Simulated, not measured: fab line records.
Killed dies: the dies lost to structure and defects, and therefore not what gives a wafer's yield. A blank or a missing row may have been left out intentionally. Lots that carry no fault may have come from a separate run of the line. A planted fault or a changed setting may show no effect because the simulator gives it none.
fab line records	flow nandHarc
record lots=12	wafers=36	lastDay=24
route steps=1159 shown A_STAIRCASE@713 A_SGD_CUT@747
lots that met no fault: taken from a fault-free run of the same line
startH: hours from the record's opening day to when the first of the lot's shown wafers began	waitH: hours since the lot's step before	" repeats the value in the row above	L1.1+2: several wafers, shown together as one row	- no value, or no start given	* or withheld: withheld	< > ~ a bound
route shown NAME@n: names a module that has steps shown in the file, with the first one's number in the route	usual: mean/standard deviation taken from wafers without a fault	same: alike in all rows	chamber/n: place in a boat	sites: per-site readings	_std_site: standard deviation of those values	_edge_site: inner sites' mean taken away from outer sites' mean	radiusMm: how far each site lies from the wafer's centre	mask NAME#n: copy n	behind: the last tool/chamber to shape the wafer	hold: what put the lot on hold/how long, in hours/how the hold closed	device: names the non-switching transistor (n, p or np)	end of line: the route-end tests of the same wafers	a step with no rows: only its recipe	killed: dies that structure and defects cost at the first sort, which is not the same as the wafer's yield	map: per-die view of a wafer (x killed, . not killed, _ where there is no die)
set.NAME: setting as actually run; set.NAME@STEP: the setting as run at that earlier step	model.NAME: the simulator's own value behind a step, which no gauge read
route steps across a sampled set of lots; one table per step, one row per wafer
services: the hour from which a tool's chamber was out of use, counted from the record's first day as startH (under 0 if before that day), plus the number of hours and why
## steps
# step NHARC_A_STAIRCASE_DEP_325
# recipe targetThkA=38000	tempC=400	targetThkNm=3800	teosFlowSccm=200	rfW=500	material=SiO2
# usual heaterPowerW=654/86
lot.wafer	tool	chamber	startH	waitH	heaterPowerW
L824.2	pecvd-04	1	296.41	0.5	837
L824.1	"	2	"	"	720
L824.6	"	2	"	"	631
L827.3	pecvd-04	0	309.16	0.2	772
L827.4	"	2	"	"	617
L827.5	"	0	"	"	659
L830.1	pecvd-01	2	319.63	0.1	550
L830.4	"	2	"	"	494
L830.6	"	1	"	"	611
L832.1	pecvd-04	2	333.08	0.2	751
L832.3	"	0	"	"	759
L832.5	"	2	"	"	610
L837.3	pecvd-02	2	365.86	0.1	709
L837.1	"	0	"	"	820
L837.5	"	1	"	"	528
L838.2	pecvd-01	1	376.08	0.2	620
L838.4	"	1	"	"	634
L838.6	"	2	"	"	510
L839.5	pecvd-04	2	376.27	0.4	633
L839.4	"	0	"	"	678
L839.6	"	1	"	"	678
L841.3	pecvd-04	0	392.20	0.2	816
L841.1	"	1	"	"	765
L841.6	"	0	"	"	671
L840.2	pecvd-01	0	392.76	0.7	564
L840.6	"	0	"	"	548
L840.4	"	1	"	"	630
L845.3	pecvd-01	0	405.96	0.3	646
L845.6	"	2	"	"	503
L845.5	"	0	"	"	547
L847.1	pecvd-04	0	423.17	0.2	709
L847.2	"	1	"	"	753
L847.6	"	2	"	"	630
L846.1	pecvd-02	0	433.29	0.2	734
L846.6	"	2	"	"	581
L846.4	"	1	"	"	528
# step NHARC_A_SGD_CUT_DEP_00
# recipe targetThkA=500	tempC=400	targetThkNm=50	flowSccm=200	rfW=450	material=SiNx
# usual heaterPowerW=689/82
lot.wafer	tool	chamber	startH	waitH	heaterPowerW
L824.1	pecvd-03	2	311.15	0.1	795
L824.2	"	1	"	"	705
L824.6	"	1	"	"	703
L827.3	pecvd-03	0	325.36	0.1	594
L827.5	"	1	"	"	766
L827.4	"	2	"	"	703
L830.1	pecvd-02	2	332.59	0.1	745
L830.6	"	1	"	"	692
L830.4	"	2	"	"	755
L832.3	pecvd-03	0	346.02	0.1	565
L832.1	"	2	"	"	756
L832.5	"	2	"	"	768
L837.1	pecvd-01	2	379.06	0.1	600
L837.3	"	0	"	"	603
L837.5	"	0	"	"	584
L838.2	pecvd-01	0	388.68	0.1	691
L838.4	"	0	"	"	687
L838.6	"	1	"	"	729
L839.5	pecvd-02	2	390.42	0.1	728
L839.4	"	0	"	"	763
L839.6	"	1	"	"	603
L840.2	pecvd-03	0	407.42	0.1	590
L840.6	"	0	"	"	591
L840.4	"	2	"	"	785
L841.1	pecvd-01	0	409.41	0.1	667
L841.3	"	1	"	"	675
L841.6	"	1	"	"	704
L845.3	pecvd-03	2	419.44	0.1	817
L845.5	"	0	"	"	602
L845.6	"	2	"	"	807
L847.2	pecvd-03	0	437.96	0.2	627
L847.1	"	2	"	"	813
L847.6	"	1	"	"	754
L846.1	pecvd-03	2	448.04	0.1	825
L846.6	"	2	"	"	818
L846.4	"	0	"	"	615
# step NHARC_A_SGD_CUT_EXPOSE_06
# recipe na=1.35	doseMj=85.59	maskId=SGD
# usual focusOffsetNm=0.1/0.48
lot.wafer	tool	chamber	startH	waitH	mask	focusOffsetNm
L824.1	arfiScanner-03	0	311.60	-	SGD#0	1.0
L824.2	"	0	"	"	SGD#0	-0.5
L824.6	"	0	"	"	SGD#0	0.4
L827.3	arfiScanner-02	0	325.99	-	SGD#0	0.5
L827.4	"	0	"	"	SGD#0	0.7
L827.5	"	0	"	"	SGD#0	0.8
L830.1	arfiScanner-01	0	333.15	-	SGD#0	-0.6
L830.4	"	0	"	"	SGD#0	0.9
L830.6	"	0	"	"	SGD#0	0.2
L832.1	arfiScanner-03	0	346.74	-	SGD#0	-0.3
L832.3	"	0	"	"	SGD#0	-0.1
L832.5	"	0	"	"	SGD#0	0.2
L837.1	arfiScanner-03	0	379.54	-	SGD#0	-0.5
L837.3	"	0	"	"	SGD#0	-0.5
L837.5	"	0	"	"	SGD#0	0.2
L838.2	arfiScanner-03	0	389.27	-	SGD#0	0.4
L838.4	"	0	"	"	SGD#0	0.5
L838.6	"	0	"	"	SGD#0	1.0
L839.4	arfiScanner-03	0	390.81	-	SGD#0	0.0
L839.5	"	0	"	"	SGD#0	0.3
L839.6	"	0	"	"	SGD#0	0.4
L840.2	arfiScanner-01	0	408.00	-	SGD#0	-0.2
L840.4	"	0	"	"	SGD#0	0.7
L840.6	"	0	"	"	SGD#0	0.0
L841.1	arfiScanner-03	0	409.97	-	SGD#0	-0.4
L841.3	"	0	"	"	SGD#0	-0.1
L841.6	"	0	"	"	SGD#0	-0.7
L845.3	arfiScanner-03	0	419.99	-	SGD#0	0.6
L845.5	"	0	"	"	SGD#0	-0.6
L845.6	"	0	"	"	SGD#0	0.1
L847.1	arfiScanner-03	0	438.44	-	SGD#0	0.0
L847.2	"	0	"	"	SGD#0	0.3
L847.6	"	0	"	"	SGD#0	0.0
L846.1	arfiScanner-01	0	448.62	-	SGD#0	-0.4
L846.4	"	0	"	"	SGD#0	-0.1
L846.6	"	0	"	"	SGD#0	-0.8
# step NHARC_A_SGD_CUT_OVL_MEAS_10
# usual overlayXNm=0.0/0.75	overlayYNm=0.2/0.82
lot.wafer	tool	chamber	startH	waitH	overlayXNm	overlayYNm
L824.1	overlay-02	-	311.83	-	0.4	0.8
L824.2	"	-	"	"	0.6	0.8
L824.6	"	-	"	"	0.6	0.7
L827.3	overlay-02	-	326.21	-	0.0	0.4
L827.4	"	-	"	"	0.0	0.7
L827.5	"	-	"	"	0.1	0.6
L830.1	overlay-01	-	333.38	-	-0.3	-1.2
L830.4	"	-	"	"	-0.4	-0.9
L830.6	"	-	"	"	-0.2	-1.0
L832.1	overlay-01	-	346.97	-	-0.3	-0.1
L832.3	"	-	"	"	0.1	0.2
L832.5	"	-	"	"	0.2	0.4
L837.1	overlay-02	-	379.78	-	0.1	0.7
L837.3	"	-	"	"	0.4	0.3
L837.5	"	-	"	"	-0.2	0.3
L838.2	overlay-02	-	389.50	-	-0.4	-1.0
L838.4	"	-	"	"	-0.3	-1.1
L838.6	"	-	"	"	-0.3	-0.7
L839.4	overlay-01	-	391.02	-	4.6	-0.2
L839.5	"	-	"	"	4.9	-0.7
L839.6	"	-	"	"	4.9	-0.3
L840.2	overlay-01	-	408.23	-	-0.3	-0.1
L840.4	"	-	"	"	-0.7	-0.1
L840.6	"	-	"	"	-1.0	0.1
L841.1	overlay-01	-	410.19	-	4.4	1.1
L841.3	"	-	"	"	4.8	1.3
L841.6	"	-	"	"	4.3	0.8
L845.3	overlay-02	-	420.21	-	5.0	-0.9
L845.5	"	-	"	"	5.1	-0.7
L845.6	"	-	"	"	5.1	0.0
L847.1	overlay-02	-	438.67	-	4.9	0.3
L847.2	"	-	"	"	5.6	0.2
L847.6	"	-	"	"	5.1	1.0
L846.1	overlay-02	-	448.84	-	-1.3	1.0
L846.4	"	-	"	"	-0.6	1.1
L846.6	"	-	"	"	-0.5	1.0
# step NHARC_A_SGD_CUT_DESCUM_14
# recipe timeS=3	o2FlowSccm=200	arFlowSccm=0	biasPowerW=0	chemistry=O2
# usual drypumpMotorCurrentA=5.8/0.54	mfcArSccm=0.008/0.0097	oesProductAu=0.996/0.012	rfVppV=57.7/0.95	showerheadPlenumPTorr=1.88/0.076	throttleValvePct=11.312/0.0093
lot.wafer	tool	chamber	startH	waitH	drypumpMotorCurrentA	mfcArSccm	oesProductAu	rfHoursCounterH	rfVppV	showerheadPlenumPTorr	throttleValvePct
L824.2	rieDiel-13	2	311.94	0.1	5.4	0.029	1.011	1	57.3	2.00	11.307
L824.1	"	3	"	"	5.4	0	0.999	1	60.8	1.83	11.324
L824.6	"	1	"	"	4.8	0.003	1.004	-	58.4	1.85	11.317
L827.3	rieDiel-01	3	326.31	0.1	5.9	0.024	1.015	1	57.4	1.82	11.324
L827.4	"	0	"	"	5.3	0	1.017	1	58.0	1.79	11.321
L827.5	"	0	"	"	5.3	0	1.018	-	58.2	1.80	11.325
L830.1	rieDiel-01	3	333.50	0.1	5.9	0.024	1.010	2	57.8	1.82	11.320
L830.4	"	0	"	"	5.3	0	1.017	-	57.4	1.79	11.323
L830.6	"	1	"	"	6.6	0	1.001	-	57.8	1.89	11.322
L832.3	rieDiel-13	1	347.08	0.1	4.8	0.003	0.986	7	57.7	1.85	11.304
L832.1	"	2	"	"	5.3	0.029	1.008	7	57.8	2.00	11.321
L832.5	"	1	"	"	4.8	0.003	1.005	-	58.0	1.85	11.296
L837.1	rieDiel-05	2	379.88	0.1	5.4	0.012	0.993	2	58.1	1.99	11.332
L837.3	"	3	"	"	6.2	0.007	0.992	2	56.5	1.85	11.317
L837.5	"	2	"	"	5.4	0.012	1.005	-	58.9	1.99	11.301
L838.4	rieDiel-13	2	389.60	0.1	5.3	0.029	1.002	8	57.9	2.00	11.300
L838.2	"	3	"	"	5.4	0	0.993	9	57.0	1.83	11.326
L838.6	"	2	"	"	5.4	0.029	0.999	-	57.9	2.00	11.296
L839.4	rieDiel-05	1	391.15	0.1	6.4	0	0.982	3	57.2	2.00	11.308
L839.5	"	2	"	"	5.4	0.012	0.988	-	56.8	1.99	11.298
L839.6	"	3	"	"	6.2	0.007	0.977	-	57.8	1.85	11.307
L840.2	rieDiel-13	1	408.34	0.1	4.8	0.003	1.005	9	56.7	1.85	11.333
L840.4	"	2	"	"	5.3	0.029	1.005	9	59.3	2.00	11.315
L840.6	"	1	"	"	4.8	0.003	0.998	-	58.3	1.85	11.319
L841.1	rieDiel-05	2	410.30	0.1	5.5	0.012	0.993	5	57.0	1.99	11.295
L841.3	"	0	"	"	6.4	0	0.983	5	58.0	1.92	11.316
L841.6	"	1	"	"	6.3	0	0.987	-	59.3	2.00	11.298
L845.3	rieDiel-01	2	420.35	0.1	5.0	0.001	0.999	8	58.0	1.85	11.330
L845.5	"	3	"	"	5.9	0.024	1.011	-	55.8	1.82	11.301
L845.6	"	0	"	"	5.3	0	1.013	-	58.3	1.79	11.312
L847.2	rieDiel-05	0	438.77	0.1	6.4	0	0.966	8	58.1	1.91	11.315
L847.1	"	3	"	"	6.2	0.007	0.991	9	57.8	1.84	11.323
L847.6	"	1	"	"	6.4	0	0.988	-	58.8	2.00	11.306
L846.4	rieDiel-01	2	448.94	0.1	5.0	0.001	0.983	11	56.9	1.85	11.310
L846.1	"	3	"	"	5.9	0.024	0.981	14	55.6	1.82	11.316
L846.6	"	3	"	"	5.9	0.024	0.998	-	55.6	1.82	11.308
## services
tool	chamber	startH	hours	kind
rieDiel-13	-	276.00	9.0	pm
pecvd-02	0	279.08	2.8	repair
pecvd-02	2	279.40	2.9	repair
pecvd-03	-	292.36	13.0	pm
rieDiel-13	2	297.51	2.9	repair
arfiScanner-03	-	312.00	4.0	pm
arfiScanner-01	-	312.09	0.9	repair
rieDiel-01	-	314.80	9.0	pm
arfiScanner-03	-	321.10	0.6	repair
rieDiel-01	2	332.50	1.7	repair
pecvd-02	-	334.48	13.0	pm
rieDiel-05	-	340.80	9.0	pm
rieDiel-01	2	352.27	9.4	repair
arfiScanner-01	-	368.00	4.0	pm
pecvd-04	-	376.56	13.0	pm
arfiScanner-03	-	380.44	0.4	repair
pecvd-03	0	383.30	13.1	repair
arfiScanner-03	-	396.25	7.6	repair
rieDiel-01	2	400.87	3.2	repair
rieDiel-05	-	402.94	0.5	repair
pecvd-01	-	418.19	13.0	pm
arfiScanner-02	-	428.00	4.0	pm
arfiScanner-03	0	428.23	-	calibration
pecvd-02	1	447.46	7.7	repair
## key
firstSign step=NHARC_A_SGD_CUT_OVL_MEAS_10	reading=overlayXNm	direction=up	sigmas=6.4	usual=0.0	struck=4.9
effect none on later readings
metAt NHARC_A_SGD_CUT_EXPOSE_06
struckLots L839,L841,L845,L847
testerLeftOut L839,L841,L845,L847
notActingAt NHARC_A_STAIRCASE_DEP_325,NHARC_A_SGD_CUT_DEP_00,NHARC_A_SGD_CUT_DESCUM_14
onsetBetween 389.27 390.81
fault kind=scannerMatchingOverlay	tool=arfiScanner-03	chamber=-	onsetH=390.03	steps=NHARC_A_SGD_CUT_EXPOSE_06	offset=5.0037
# testerLeftOut: of these lots the tester's yield and bins aren't shown, on N5 and GAA mostly nor the transistor test; their killed dies are dies lost to structure and defects alone, not to doping, threshold or leakage, so they don't give the yield
